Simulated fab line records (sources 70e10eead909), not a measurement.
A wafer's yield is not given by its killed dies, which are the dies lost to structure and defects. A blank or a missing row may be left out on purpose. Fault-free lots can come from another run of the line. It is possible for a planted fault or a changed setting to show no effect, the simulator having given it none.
Which tool was responsible? -- flow nand-harc -- 13 lots, 39 wafers sampled, at 5 steps of a route of 1159

WHAT EACH GAUGE READ, for each wafer
NHARC_END_SORT_01. Usual: killed-at-array 27, standard deviation 8.8; killed-at-other 0.4, standard deviation 0.82; killed-at-periphery 3.1, standard deviation 2.1; killed-dies 31, standard deviation 8.8; killed-open 3.3, standard deviation 2; killed-short 2.0, standard deviation 1.4.
lot,measured,on,killed-at-array,killed-at-other,killed-at-periphery,killed-dies,killed-open,killed-short,flag
L766,day 22 03:22,prober-01,66 59 62,0 0 0,0 0 2,66 59 64,3 3 2,1 1 4,OFF
L767,day 22 01:23,prober-02,60 62 58,3 2 5,4 2 4,67 66 67,2 7 3,0 1 5,OFF

EACH LOT AND THE TOOL THAT RAN IT (in order: tool; ch and the chambers of the sampled wafers; start)
lot,NHARC_A_CHANNEL_FILL_D1_ALD_03,NHARC_A_BONDPAD_ETCH_34,NHARC_THIN_TSV_DEP_43,NHARC_THIN_TSV_CMP_21
L754,"ald-sin-batch-03 ch 0, day 8 20:58","rie-diel-01 ch 2,3, day 18 13:59","pecvd-04 ch 0,1,2, day 19 05:33","cmp-02 ch 0,3, day 19 10:58"
L756,"ald-sin-batch-03 ch 0, day 8 20:58","rie-diel-01 ch 0,1,2, day 18 11:56","pecvd-03 ch 0,1,2, day 19 04:29","cmp-03 ch 0,1, day 19 09:52"
L755,"ald-sin-batch-03 ch 0, day 9 05:59","rie-diel-01 ch 0,2, day 18 17:18","pecvd-04 ch 0,1,2, day 19 13:58","cmp-01 ch 0,3, day 19 19:19"
L757,"ald-sin-batch-03 ch 0, day 9 15:13","rie-diel-01 ch 0,1,2, day 19 03:28","pecvd-02 ch 0,2, day 19 20:00","cmp-03 ch 0,2, day 20 01:19"
L758,"ald-sin-batch-03 ch 0, day 9 15:13","rie-diel-01 ch 1,2, day 18 19:07","pecvd-02 ch 0,2, day 19 12:43","cmp-01 ch 0,1, day 19 17:47"
L760,"ald-sin-batch-01 ch 0, day 10 00:43","rie-diel-01 ch 1,2,3, day 19 09:02","pecvd-03 ch 0,1,2, day 19 22:33","cmp-01 ch 2,3, day 20 03:28"
L764,"ald-sin-batch-02 ch 0, day 11 01:04","rie-diel-13 ch 0,1,3, day 20 06:24","pecvd-02 ch 0,1,2, day 20 21:46","cmp-02 ch 0,2,3, day 21 03:11"
L766,"ald-sin-batch-02 ch 0, day 11 18:26","rie-diel-01 ch 0,1, day 20 21:45","pecvd-02 ch 1,2, day 21 11:16","cmp-01 ch 0,1, day 21 16:24"
L767,"ald-sin-batch-02 ch 0, day 11 18:26","rie-diel-01 ch 0,2,3, day 20 18:22","pecvd-02 ch 0,1, day 21 10:06","cmp-02 ch 0,1,3, day 21 15:07"
L772,"ald-sin-batch-01 ch 0, day 13 06:01","rie-diel-13 ch 0,3, day 22 08:48","pecvd-02 ch 1,2, day 23 05:10","cmp-01 ch 0,1,3, day 23 10:19"
L775,"ald-sin-batch-01 ch 0, day 13 21:11","rie-diel-13 ch 0,1,3, day 22 19:02","pecvd-04 ch 0,1, day 23 11:36","cmp-01 ch 0,1,2, day 23 17:33"
L776,"ald-sin-batch-01 ch 0, day 14 00:52","rie-diel-01 ch 2,3, day 23 07:21","pecvd-02 ch 0,2, day 23 23:25","cmp-02 ch 0,1,3, day 24 04:55"
L777,"ald-sin-batch-01 ch 0, day 14 00:52","rie-diel-01 ch 1,2,3, day 23 13:16","pecvd-03 ch 0,1,2, day 24 03:45","cmp-02 ch 0,2,3, day 24 09:00"
- NHARC_A_CHANNEL_FILL_D1_ALD_03: deposits SiNx, target thk 6 nm, pulse time 60 s, ald cycles 58.
- NHARC_A_BONDPAD_ETCH_34: etches the open film in N2/H2, target depth 60 nm, overetch 18 nm, time 65.91 s.
- NHARC_THIN_TSV_DEP_43: deposits SiO2, target thk 1328.5 nm.
- NHARC_THIN_TSV_CMP_21: polishes, t overpolish 30 s, target thk 2000 nm.

WHAT THE TOOLS THEMSELVES READ (means of the sampled wafers that have a number; where no wafer has one, the mark that the record gives instead)
NHARC_A_CHANNEL_FILL_D1_ALD_03. Usual: precursor-pulse-height-rel 1.002, standard deviation 0.02.
lot,tool,precursor-pulse-height-rel,flag
L754,ald-sin-batch-03,0.992,
L756,ald-sin-batch-03,1.004,
L755,ald-sin-batch-03,1.012,
L757,ald-sin-batch-03,1.020,
L758,ald-sin-batch-03,1.004,
L760,ald-sin-batch-01,1.006,
L764,ald-sin-batch-02,1.006,
L766,ald-sin-batch-02,0.991,
L767,ald-sin-batch-02,0.997,
L772,ald-sin-batch-01,1.001,
L775,ald-sin-batch-01,1.000,
L776,ald-sin-batch-01,1.008,
L777,ald-sin-batch-01,0.993,

NHARC_A_BONDPAD_ETCH_34. Usual: drypump-motor-current-A 5.8 A, standard deviation 0.4; mfc-ar-sccm 0.015 sccm, standard deviation 0.012; oes-product-au 0.996 a.u., standard deviation 0.0075; rf-vpp-V 429.1 V, standard deviation 2.9; showerhead-plenum-p-Torr 1.99 Torr, standard deviation 0.1; throttle-valve-pct 14.171 %, standard deviation 0.0093.
lot,tool,drypump-motor-current-A (A),mfc-ar-sccm (sccm),oes-product-au (a.u.),rf-vpp-V (V),showerhead-plenum-p-Torr (Torr),throttle-valve-pct (%),flag
L754,rie-diel-01,5.9,0.007,0.996,429.5,1.98,14.169,
L756,rie-diel-01,5.9,0.021,1.003,426.5,1.91,14.169,
L755,rie-diel-01,5.8,0.013,1.002,426.4,1.90,14.171,
L757,rie-diel-01,5.9,0.021,1.001,427.3,1.91,14.166,
L758,rie-diel-01,6.2,0.025,0.991,426.5,1.90,14.172,
L760,rie-diel-01,6.0,0.015,0.999,428.4,1.99,14.180,
L764,rie-diel-13,5.6,0.012,0.990,429.8,2.01,14.173,
L766,rie-diel-01,5.6,0.025,0.998,426.5,1.91,14.175,
L767,rie-diel-01,5.7,0.011,0.999,428.2,1.99,14.166,
L772,rie-diel-13,5.4,0.010,0.999,428.9,2.02,14.179,
L775,rie-diel-13,5.6,0.012,1.004,430.3,2.01,14.169,
L776,rie-diel-01,5.7,0.006,0.986,431.7,2.07,14.175,
L777,rie-diel-01,6.0,0.015,0.989,429.5,1.99,14.171,

NHARC_THIN_TSV_DEP_43. Usual: throttle-valve-pct 16.0 %, standard deviation 0.58.
lot,tool,throttle-valve-pct (%),flag
L754,pecvd-04,16.0,
L756,pecvd-03,16.4,
L755,pecvd-04,16.2,
L757,pecvd-02,16.3,
L758,pecvd-02,15.8,
L760,pecvd-03,16.3,
L764,pecvd-02,15.8,
L766,pecvd-02,15.6,
L767,pecvd-02,16.1,
L772,pecvd-02,14.9,
L775,pecvd-04,15.9,
L776,pecvd-02,15.9,
L777,pecvd-03,16.1,

NHARC_THIN_TSV_CMP_21. Usual: motor-current-A 12.0 A, standard deviation 0.82; overpolish-run-s 30.000 s, standard deviation 0.0081.
lot,tool,motor-current-A (A),overpolish-run-s (s),flag
L754,cmp-02,12.2,30.002,
L756,cmp-03,12.6,29.993,
L755,cmp-01,12.6,30.008,
L757,cmp-03,11.0,29.989,
L758,cmp-01,12.1,29.993,
L760,cmp-01,12.0,29.996,
L764,cmp-02,11.9,30.006,
L766,cmp-01,12.6,30.005,
L767,cmp-02,12.0,29.995,
L772,cmp-01,13.1,30.000,
L775,cmp-01,12.2,29.995,
L776,cmp-02,11.8,30.002,
L777,cmp-02,11.6,30.000,

THE ANSWER, worked out from the rows above alone
Rule: take the mean of a lot's wafers that have a number; if it is more than 3 standard deviations from the usual mean, the lot is off. A lot without any number at a reading at which 4 lots or more have one is off too. All remaining lots with rows at the step are treated as sound. After the gauges, taken in route order, come the tools' own readings; for these a lot's mean is taken, as printed above. The first step at which some lot is off is used, and at that step the reading that is off furthest; a lot without a number counts as furthest.
Off at NHARC_END_SORT_01 (killed-dies): L766, L767. Neither off nor sound, because the step has no rows for them: L754, L756, L755, L757, L758, L760, L764, L772, L775, L776, L777.
A tool fits if, at a process step before that reading, it ran every lot that is off, and no sound lot after the first of them. Gauges at NHARC_END_SORT_01: tried the same way as those tools. Can't be told from this: 3 tools fit, ald-sin-batch-02 at NHARC_A_CHANNEL_FILL_D1_ALD_03, rie-diel-01 at NHARC_A_BONDPAD_ETCH_34, pecvd-02 at NHARC_THIN_TSV_DEP_43.

WHAT HAD BEEN PUT IN BY THE SIMULATOR
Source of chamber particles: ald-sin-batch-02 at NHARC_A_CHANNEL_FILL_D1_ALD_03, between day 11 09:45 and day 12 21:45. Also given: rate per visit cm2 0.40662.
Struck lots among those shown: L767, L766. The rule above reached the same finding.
